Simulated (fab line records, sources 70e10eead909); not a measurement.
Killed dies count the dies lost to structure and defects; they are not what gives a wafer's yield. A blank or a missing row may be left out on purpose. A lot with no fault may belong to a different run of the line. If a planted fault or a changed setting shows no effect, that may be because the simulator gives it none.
Which tool is to blame? | flow nand_harc | 15 lots, 45 wafers sampled, at 1 step of a route of 1302

## WHAT EACH GAUGE READ, for each wafer
NHARC_A_CONTACT_OVL_MEAS_09.
lot  | measured     | on         | overlay_x_nm (nm) | overlay_y_nm (nm)
L760 | day 22 09:54 | overlay-02 | 1.0 1.3 1.4       | 0.0 0.3 -0.1
L761 | day 22 15:02 | overlay-01 | 0.5 0.7 0.6       | 0.2 0.0 -0.1
L762 | day 22 16:54 | overlay-01 | 0.3 0.6 1.0       | 0.7 1.9 1.1
L765 | day 23 17:35 | overlay-02 | -0.4 -0.4 0.1     | 0.3 0.6 0.4
L763 | day 23 19:20 | overlay-02 | -0.2 -0.1 -0.5    | -0.1 0.5 -0.3
L764 | day 24 00:35 | overlay-02 | 0.5 0.2 0.4       | 0.9 1.3 1.5
L766 | day 24 00:49 | overlay-01 | -0.4 -0.8 0.1     | -0.6 -0.5 -1.0
L767 | day 25 01:44 | overlay-01 | 1.4 1.3 1.0       | -0.7 -0.7 -0.2
L768 | day 25 03:43 | overlay-01 | -0.1 -0.1 -0.3    | -0.2 -0.3 0.0
L773 | day 27 17:36 | overlay-02 | -0.2 -0.3 0.7     | 0.7 0.6 0.2
L775 | day 28 03:10 | overlay-02 | -0.3 -0.6 -0.8    | 0.8 1.0 1.1
L774 | day 28 06:49 | overlay-02 | 1.0 1.2 0.8       | 0.2 0.6 -0.2
L781 | day 31 04:55 | overlay-01 | 0.9 1.2 1.3       | 0.1 -0.5 -0.4
L783 | day 31 19:59 | overlay-01 | 0.5 1.0 0.6       | -0.3 0.0 -0.8
L782 | day 32 20:35 | overlay-01 | -0.8 -0.8 -0.4    | 0.0 0.3 0.3

## WHICH TOOL RAN EACH LOT (tool, then ch and the chambers of the sampled wafers, then the start)
Before these readings, the record contains no process step.

## AS READ BY THE TOOLS THEMSELVES (means over the sampled wafers that have a number; for cases with no such wafer, the mark the record gives instead)
The record holds no such reading with a usual standard deviation.

## THE ANSWER, worked out from the rows above alone
Rule: the usual values come from the lots themselves. Put in order of their means at a reading, lots are off if they are a third of the lots or fewer, leave a main group of 4 or more, and stand apart from it by a gap of 3 or more times the standard deviation of the main group's means; of several such gaps the widest counts. The tables above print the reading to a certain number of digits; a main group whose means all agree to those digits is not used. A lot without any number at a reading at which 4 lots or more have one is off too. Any other lot the step has rows for is counted as sound. After the gauges, taken in route order, come the tools' own readings; for these a lot's mean is taken, as printed above. At the first step where some lot is off, the reading lying furthest off is the one used; lots without a number count as furthest.
No lot is off on any of the readings shown, so nothing can be concluded from this.

## WHAT WAS PUT IN BY THE SIMULATOR
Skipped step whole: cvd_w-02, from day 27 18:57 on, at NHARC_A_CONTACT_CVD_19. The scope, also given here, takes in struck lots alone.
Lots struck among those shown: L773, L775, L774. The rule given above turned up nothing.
